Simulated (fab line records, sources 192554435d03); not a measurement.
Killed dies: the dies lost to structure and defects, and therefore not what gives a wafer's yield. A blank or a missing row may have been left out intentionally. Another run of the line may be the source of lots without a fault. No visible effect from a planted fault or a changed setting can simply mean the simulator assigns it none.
Which tool did it? / flow n5 finfet / 27 wafers from 9 lots sampled at 5 of the route's 1938 steps

== WHAT THE GAUGES READ, wafer by wafer ==
N5_BEOL_M4_RC_MEAS_101. Usual: DIBL_N 35.9 mV/V, standard deviation 1.4; DIBL_P 35.9 mV/V, standard deviation 1.7; IOFF_N 0.160 nA/um, standard deviation 0.026; IOFF_P 0.21 nA/um, standard deviation 0.036; ION_N 672 uA/um, standard deviation 11; ION_P 461 uA/um, standard deviation 8.1; RC_DENSE_N 19.1 ohm.um, standard deviation 0.51; RC_DENSE_P 23.9 ohm.um, standard deviation 0.64; RC_N 15.6 ohm.um, standard deviation 0.41; RC_P 19.5 ohm.um, standard deviation 0.51; REXT_N 75.3 ohm.um, standard deviation 1.6; REXT_P 101.0 ohm.um, standard deviation 2.3; SS_N 71.4 mV/dec, standard deviation 0.54; SS_P 73.2 mV/dec, standard deviation 0.67; VT_N 249.3 mV, standard deviation 2.7; VT_P -250 mV, standard deviation 3.9.
lot=L262; measured=day 8 04:54; on=prober-01; DIBL_N (mV/V)=34.3 38.8 36.5; DIBL_P (mV/V)=33.6 39.7 35.2; IOFF_N (nA/um)=0.129 0.233 0.155; IOFF_P (nA/um)=0.19 0.29 0.22; ION_N (uA/um)=660 687 672; ION_P (uA/um)=462 468 457; RC_DENSE_N (ohm.um)=19.0 18.8 19.4; RC_DENSE_P (ohm.um)=23.8 23.8 24.3; RC_N (ohm.um)=15.6 15.4 15.7; RC_P (ohm.um)=19.7 19.4 19.8; REXT_N (ohm.um)=75.4 76.1 75.4; REXT_P (ohm.um)=101.1 102.1 102.1; SS_N (mV/dec)=71.6 72.8 72.1; SS_P (mV/dec)=72.8 74.8 73.3; VT_N (mV)=250.5 243.2 251.0; VT_P (mV)=-248 -244 -247; flag=
lot=L267; measured=day 9 05:35; on=prober-01; DIBL_N (mV/V)=35.8 37.2 35.4; DIBL_P (mV/V)=37.4 38.3 36.6; IOFF_N (nA/um)=0.168 0.183 0.158; IOFF_P (nA/um)=0.24 0.24 0.21; ION_N (uA/um)=689 681 666; ION_P (uA/um)=473 463 459; RC_DENSE_N (ohm.um)=18.4 19.3 19.2; RC_DENSE_P (ohm.um)=23.5 24.0 23.9; RC_N (ohm.um)=15.3 15.6 15.6; RC_P (ohm.um)=19.2 19.8 19.5; REXT_N (ohm.um)=71.6 73.4 73.8; REXT_P (ohm.um)=100.9 101.7 103.2; SS_N (mV/dec)=71.4 71.7 70.7; SS_P (mV/dec)=73.3 73.6 73.8; VT_N (mV)=248.0 246.9 249.3; VT_P (mV)=-249 -247 -252; flag=
lot=L273; measured=day 11 10:02; on=prober-02; DIBL_N (mV/V)=38.3 35.8 36.1; DIBL_P (mV/V)=39.4 36.3 36.8; IOFF_N (nA/um)=0.204 0.158 0.169; IOFF_P (nA/um)=0.25 0.20 0.21; ION_N (uA/um)=655 665 666; ION_P (uA/um)=452 454 451; RC_DENSE_N (ohm.um)=38.8 38.8 39.0; RC_DENSE_P (ohm.um)=48.7 48.9 48.6; RC_N (ohm.um)=31.6 31.4 31.6; RC_P (ohm.um)=39.1 39.8 39.8; REXT_N (ohm.um)=91.2 89.7 90.1; REXT_P (ohm.um)=125.0 123.7 125.6; SS_N (mV/dec)=72.0 71.6 71.7; SS_P (mV/dec)=73.9 72.9 72.5; VT_N (mV)=243.8 248.7 245.5; VT_P (mV)=-250 -250 -251; flag=OFF
lot=L274; measured=day 11 10:28; on=prober-01; DIBL_N (mV/V)=37.2 33.9 36.1; DIBL_P (mV/V)=37.7 32.7 35.5; IOFF_N (nA/um)=0.182 0.125 0.163; IOFF_P (nA/um)=0.26 0.18 0.21; ION_N (uA/um)=657 651 652; ION_P (uA/um)=463 446 449; RC_DENSE_N (ohm.um)=40.3 38.9 40.7; RC_DENSE_P (ohm.um)=49.2 47.9 49.8; RC_N (ohm.um)=32.8 32.1 32.7; RC_P (ohm.um)=40.9 39.4 40.8; REXT_N (ohm.um)=91.7 89.9 90.9; REXT_P (ohm.um)=118.7 120.8 119.6; SS_N (mV/dec)=71.4 71.0 71.4; SS_P (mV/dec)=73.8 72.8 73.1; VT_N (mV)=245.9 253.8 249.0; VT_P (mV)=-247 -249 -250; flag=OFF
lot=L277; measured=day 12 01:50; on=prober-01; DIBL_N (mV/V)=36.9 35.4 35.4; DIBL_P (mV/V)=35.9 34.5 34.0; IOFF_N (nA/um)=0.178 0.158 0.147; IOFF_P (nA/um)=0.21 0.20 0.18; ION_N (uA/um)=678 664 662; ION_P (uA/um)=461 453 445; RC_DENSE_N (ohm.um)=18.9 19.7 19.2; RC_DENSE_P (ohm.um)=24.2 24.7 24.3; RC_N (ohm.um)=15.4 15.9 15.5; RC_P (ohm.um)=19.9 20.4 19.7; REXT_N (ohm.um)=74.3 75.7 75.9; REXT_P (ohm.um)=101.2 101.4 100.4; SS_N (mV/dec)=72.2 72.0 71.9; SS_P (mV/dec)=73.9 72.6 73.1; VT_N (mV)=247.4 249.4 252.3; VT_P (mV)=-249 -252 -254; flag=
lot=L280; measured=day 13 00:23; on=prober-01; DIBL_N (mV/V)=35.5 37.5 35.4; DIBL_P (mV/V)=35.9 38.4 35.7; IOFF_N (nA/um)=0.162 0.193 0.156; IOFF_P (nA/um)=0.25 0.28 0.24; ION_N (uA/um)=663 680 667; ION_P (uA/um)=465 472 462; RC_DENSE_N (ohm.um)=18.3 18.3 19.0; RC_DENSE_P (ohm.um)=22.9 23.0 24.0; RC_N (ohm.um)=14.8 14.9 15.4; RC_P (ohm.um)=18.7 18.8 19.2; REXT_N (ohm.um)=73.4 72.4 73.4; REXT_P (ohm.um)=101.5 101.0 101.7; SS_N (mV/dec)=72.1 72.4 71.2; SS_P (mV/dec)=72.7 74.2 72.8; VT_N (mV)=249.5 248.3 249.9; VT_P (mV)=-243 -244 -248; flag=
lot=L281; measured=day 13 21:21; on=prober-02; DIBL_N (mV/V)=36.1 37.1 37.0; DIBL_P (mV/V)=34.4 36.0 36.6; IOFF_N (nA/um)=0.142 0.142 0.158; IOFF_P (nA/um)=0.15 0.17 0.18; ION_N (uA/um)=664 643 674; ION_P (uA/um)=450 441 450; RC_DENSE_N (ohm.um)=18.8 18.9 18.6; RC_DENSE_P (ohm.um)=23.5 23.8 23.5; RC_N (ohm.um)=15.4 15.4 15.2; RC_P (ohm.um)=19.4 19.4 19.0; REXT_N (ohm.um)=75.7 76.3 75.2; REXT_P (ohm.um)=101.2 102.2 102.8; SS_N (mV/dec)=70.9 71.9 71.8; SS_P (mV/dec)=72.8 73.1 73.2; VT_N (mV)=249.5 253.3 248.2; VT_P (mV)=-258 -254 -255; flag=
lot=L283; measured=day 13 21:41; on=prober-01; DIBL_N (mV/V)=36.2 35.4 34.2; DIBL_P (mV/V)=37.0 37.1 34.5; IOFF_N (nA/um)=0.186 0.171 0.136; IOFF_P (nA/um)=0.23 0.22 0.18; ION_N (uA/um)=670 690 660; ION_P (uA/um)=458 465 451; RC_DENSE_N (ohm.um)=18.5 18.7 19.2; RC_DENSE_P (ohm.um)=23.1 23.5 24.1; RC_N (ohm.um)=15.2 15.3 15.8; RC_P (ohm.um)=18.8 18.9 19.5; REXT_N (ohm.um)=75.3 75.2 76.4; REXT_P (ohm.um)=95.9 97.5 98.0; SS_N (mV/dec)=72.1 71.6 71.1; SS_P (mV/dec)=73.9 74.4 72.8; VT_N (mV)=245.1 248.0 251.7; VT_P (mV)=-248 -250 -253; flag=
lot=L284; measured=day 14 04:16; on=prober-02; DIBL_N (mV/V)=36.1 35.0 38.2; DIBL_P (mV/V)=36.2 35.4 39.4; IOFF_N (nA/um)=0.149 0.136 0.190; IOFF_P (nA/um)=0.18 0.17 0.24; ION_N (uA/um)=665 678 675; ION_P (uA/um)=456 459 462; RC_DENSE_N (ohm.um)=18.6 18.6 19.2; RC_DENSE_P (ohm.um)=23.2 23.1 23.6; RC_N (ohm.um)=15.2 15.1 15.7; RC_P (ohm.um)=18.9 19.0 19.5; REXT_N (ohm.um)=74.6 74.2 75.8; REXT_P (ohm.um)=100.4 100.5 101.8; SS_N (mV/dec)=71.0 70.9 71.5; SS_P (mV/dec)=72.9 73.7 74.2; VT_N (mV)=252.6 253.1 249.5; VT_P (mV)=-253 -255 -248; flag=

== WHAT TOOL EACH LOT RAN ON (gives the tool, then ch and the chambers of the sampled wafers, and finally the start) ==
lot=L262; N5_MOL_CONTACT_COAG_ETCH_59=rie diel-01 ch 2,3, day 5 04:50; N5_MOL_CONTACT_COAG_IMPLANT_129=implanter-02 ch 0, day 5 05:14; N5_MOL_CONTACT_COAG_TI_SIL_19=pvd sputter-01, day 5 07:01; N5_MOL_CONTACT_COAG_CO_FILL_22=cvd co-02 ch 0,2, day 5 08:26
lot=L267; N5_MOL_CONTACT_COAG_ETCH_59=rie diel-06 ch 1,2,3, day 6 07:46; N5_MOL_CONTACT_COAG_IMPLANT_129=implanter-02 ch 0, day 6 08:11; N5_MOL_CONTACT_COAG_TI_SIL_19=pvd sputter-03, day 6 08:35; N5_MOL_CONTACT_COAG_CO_FILL_22=cvd co-01 ch 0,2, day 6 13:38
lot=L273; N5_MOL_CONTACT_COAG_ETCH_59=rie diel-01 ch 2,3, day 7 17:20; N5_MOL_CONTACT_COAG_IMPLANT_129=implanter-01, day 7 17:44; N5_MOL_CONTACT_COAG_TI_SIL_19=pvd sputter-02, day 7 18:11; N5_MOL_CONTACT_COAG_CO_FILL_22=cvd co-01 ch 1,2, day 7 19:31
lot=L274; N5_MOL_CONTACT_COAG_ETCH_59=rie diel-05 ch 0,1,2, day 7 22:17; N5_MOL_CONTACT_COAG_IMPLANT_129=implanter-02, day 7 22:42; N5_MOL_CONTACT_COAG_TI_SIL_19=pvd sputter-03, day 8 00:06; N5_MOL_CONTACT_COAG_CO_FILL_22=cvd co-01 ch 0,2, day 8 01:32
lot=L277; N5_MOL_CONTACT_COAG_ETCH_59=rie diel-01 ch 1,2,3, day 8 23:32; N5_MOL_CONTACT_COAG_IMPLANT_129=implanter-01 ch 0, day 8 23:56; N5_MOL_CONTACT_COAG_TI_SIL_19=pvd sputter-02, day 9 00:32; N5_MOL_CONTACT_COAG_CO_FILL_22=cvd co-02 ch 0,1, day 9 01:53
lot=L280; N5_MOL_CONTACT_COAG_ETCH_59=rie diel-06 ch 0,2,3, day 9 14:07; N5_MOL_CONTACT_COAG_IMPLANT_129=implanter-01 ch 0, day 9 14:31; N5_MOL_CONTACT_COAG_TI_SIL_19=pvd sputter-03, day 9 15:42; N5_MOL_CONTACT_COAG_CO_FILL_22=cvd co-02 ch 0,2, day 9 17:04
lot=L281; N5_MOL_CONTACT_COAG_ETCH_59=rie diel-05 ch 0,1, day 10 01:07; N5_MOL_CONTACT_COAG_IMPLANT_129=implanter-02 ch 0, day 10 01:30; N5_MOL_CONTACT_COAG_TI_SIL_19=pvd sputter-02, day 10 02:12; N5_MOL_CONTACT_COAG_CO_FILL_22=cvd co-01 ch 0,1, day 10 04:03
lot=L283; N5_MOL_CONTACT_COAG_ETCH_59=rie diel-01 ch 0,1,2, day 10 05:57; N5_MOL_CONTACT_COAG_IMPLANT_129=implanter-01 ch 0, day 10 06:20; N5_MOL_CONTACT_COAG_TI_SIL_19=pvd sputter-02, day 10 07:02; N5_MOL_CONTACT_COAG_CO_FILL_22=cvd co-02 ch 0,1, day 10 08:59
lot=L284; N5_MOL_CONTACT_COAG_ETCH_59=rie diel-06 ch 0,2, day 10 10:47; N5_MOL_CONTACT_COAG_IMPLANT_129=implanter-02 ch 0, day 10 11:10; N5_MOL_CONTACT_COAG_TI_SIL_19=pvd sputter-03, day 10 11:54; N5_MOL_CONTACT_COAG_CO_FILL_22=cvd co-01 ch 0,2, day 10 13:11
- N5_MOL_CONTACT_COAG_ETCH_59: etches underlayer in N2/H2, target depth 13 nm, time 10.4 s.
- N5_MOL_CONTACT_COAG_IMPLANT_129
- N5_MOL_CONTACT_COAG_TI_SIL_19: material Ti, target thk 4.2 nm, time 15 s.
- N5_MOL_CONTACT_COAG_CO_FILL_22: material Co, precursor CCTBA/H2, target thk 20 nm.

== AS READ BY THE TOOLS THEMSELVES (means over the sampled wafers that have a number; for cases with no such wafer, the mark the record gives instead) ==
N5_MOL_CONTACT_COAG_ETCH_59. Usual: for drypump motor current A, 5.7 A with a standard deviation of 0.44; for etch rf on time s, 10.45 s with a standard deviation of 0.23; for h2 flow sccm, 200.0 sccm with a standard deviation of 0.6; for oes product au, 0.63 a.u. with a standard deviation of 0.048; for rf vpp V, 523 V with a standard deviation of 3.1; for showerhead plenum p Torr, 2.53 Torr with a standard deviation of 0.1; for throttle valve pct, 17.92 % with a standard deviation of 0.21.
lot=L262; tool=rie diel-01; drypump motor current A (A)=5.6; etch rf on time s (s)=10.26; h2 flow sccm (sccm)=200.2; oes product au (a.u.)=0.63; rf vpp V (V)=524; showerhead plenum p Torr (Torr)=2.57; throttle valve pct (%)=17.79; flag=
lot=L267; tool=rie diel-06; drypump motor current A (A)=5.7; etch rf on time s (s)=10.26; h2 flow sccm (sccm)=200.2; oes product au (a.u.)=0.64; rf vpp V (V)=525; showerhead plenum p Torr (Torr)=2.53; throttle valve pct (%)=17.96; flag=
lot=L273; tool=rie diel-01; drypump motor current A (A)=5.7; etch rf on time s (s)=10.37; h2 flow sccm (sccm)=199.7; oes product au (a.u.)=0.61; rf vpp V (V)=524; showerhead plenum p Torr (Torr)=2.56; throttle valve pct (%)=17.82; flag=
lot=L274; tool=rie diel-05; drypump motor current A (A)=5.8; etch rf on time s (s)=10.46; h2 flow sccm (sccm)=200.4; oes product au (a.u.)=0.69; rf vpp V (V)=522; showerhead plenum p Torr (Torr)=2.50; throttle valve pct (%)=18.03; flag=
lot=L277; tool=rie diel-01; drypump motor current A (A)=5.9; etch rf on time s (s)=10.49; h2 flow sccm (sccm)=199.8; oes product au (a.u.)=0.60; rf vpp V (V)=524; showerhead plenum p Torr (Torr)=2.56; throttle valve pct (%)=17.94; flag=
lot=L280; tool=rie diel-06; drypump motor current A (A)=5.8; etch rf on time s (s)=10.56; h2 flow sccm (sccm)=199.8; oes product au (a.u.)=0.63; rf vpp V (V)=525; showerhead plenum p Torr (Torr)=2.56; throttle valve pct (%)=17.86; flag=
lot=L281; tool=rie diel-05; drypump motor current A (A)=6.2; etch rf on time s (s)=10.14; h2 flow sccm (sccm)=199.4; oes product au (a.u.)=0.75; rf vpp V (V)=524; showerhead plenum p Torr (Torr)=2.60; throttle valve pct (%)=18.10; flag=
lot=L283; tool=rie diel-01; drypump motor current A (A)=6.0; etch rf on time s (s)=10.56; h2 flow sccm (sccm)=200.3; oes product au (a.u.)=0.62; rf vpp V (V)=525; showerhead plenum p Torr (Torr)=2.56; throttle valve pct (%)=17.88; flag=
lot=L284; tool=rie diel-06; drypump motor current A (A)=5.9; etch rf on time s (s)=10.58; h2 flow sccm (sccm)=199.2; oes product au (a.u.)=0.62; rf vpp V (V)=524; showerhead plenum p Torr (Torr)=2.56; throttle valve pct (%)=17.95; flag=

N5_MOL_CONTACT_COAG_IMPLANT_129. Usual: beam energy keV 3.0002, standard deviation 0.00092; beam on s 34.0 s, standard deviation 0.67.
lot=L262; tool=implanter-02; beam energy keV=2.9995; beam on s (s)=33.8; flag=
lot=L267; tool=implanter-02; beam energy keV=3.0000; beam on s (s)=34.2; flag=
lot=L273; tool=implanter-01; beam energy keV=-; beam on s (s)=-; flag=OFF
lot=L274; tool=implanter-02; beam energy keV=-; beam on s (s)=-; flag=OFF
lot=L277; tool=implanter-01; beam energy keV=3.0003; beam on s (s)=34.5; flag=
lot=L280; tool=implanter-01; beam energy keV=2.9998; beam on s (s)=34.7; flag=
lot=L281; tool=implanter-02; beam energy keV=2.9999; beam on s (s)=33.7; flag=
lot=L283; tool=implanter-01; beam energy keV=2.9999; beam on s (s)=34.0; flag=
lot=L284; tool=implanter-02; beam energy keV=3.0003; beam on s (s)=34.1; flag=

N5_MOL_CONTACT_COAG_TI_SIL_19. Usual: throttle valve pct reads 30.0 % (standard deviation 1.4).
lot=L262; tool=pvd sputter-01; throttle valve pct (%)=30.2; flag=
lot=L267; tool=pvd sputter-03; throttle valve pct (%)=30.2; flag=
lot=L273; tool=pvd sputter-02; throttle valve pct (%)=31.2; flag=
lot=L274; tool=pvd sputter-03; throttle valve pct (%)=31.1; flag=
lot=L277; tool=pvd sputter-02; throttle valve pct (%)=29.7; flag=
lot=L280; tool=pvd sputter-03; throttle valve pct (%)=30.4; flag=
lot=L281; tool=pvd sputter-02; throttle valve pct (%)=30.7; flag=
lot=L283; tool=pvd sputter-02; throttle valve pct (%)=30.8; flag=
lot=L284; tool=pvd sputter-03; throttle valve pct (%)=31.2; flag=

N5_MOL_CONTACT_COAG_CO_FILL_22. Usual: heater power w reads 232 W (standard deviation 21).
lot=L262; tool=cvd co-02; heater power w (W)=226; flag=
lot=L267; tool=cvd co-01; heater power w (W)=214; flag=
lot=L273; tool=cvd co-01; heater power w (W)=214; flag=
lot=L274; tool=cvd co-01; heater power w (W)=213; flag=
lot=L277; tool=cvd co-02; heater power w (W)=245; flag=
lot=L280; tool=cvd co-02; heater power w (W)=228; flag=
lot=L281; tool=cvd co-01; heater power w (W)=252; flag=
lot=L283; tool=cvd co-02; heater power w (W)=248; flag=
lot=L284; tool=cvd co-01; heater power w (W)=215; flag=

== THE ANSWER, worked out from the rows above alone ==
Rule: take the mean of a lot's wafers that have a number; if it is more than 3 standard deviations from the usual mean, the lot is off. Also off: a lot with no number at a reading for which 4 or more lots have one. Any other lot the step has rows for is counted as sound. First the gauges in route order, then the tools' own readings, where a lot's mean is used as printed above. At the first step where some lot is off, the reading lying furthest off is the one used; lots without a number count as furthest.
Off: L273, L274, seen at N5_BEOL_M4_RC_MEAS_101 (RC_N).
A tool fits if, at a process step before that reading, it ran every lot that is off, and no sound lot after the first of them. The gauges at N5_BEOL_M4_RC_MEAS_101 aren't tried: what is off there is off at N5_MOL_CONTACT_COAG_IMPLANT_129 too, on other tools, and a gauge's error can't cause that. None of those tried fits.

== WHAT THE SIMULATOR HAD INSERTED ==
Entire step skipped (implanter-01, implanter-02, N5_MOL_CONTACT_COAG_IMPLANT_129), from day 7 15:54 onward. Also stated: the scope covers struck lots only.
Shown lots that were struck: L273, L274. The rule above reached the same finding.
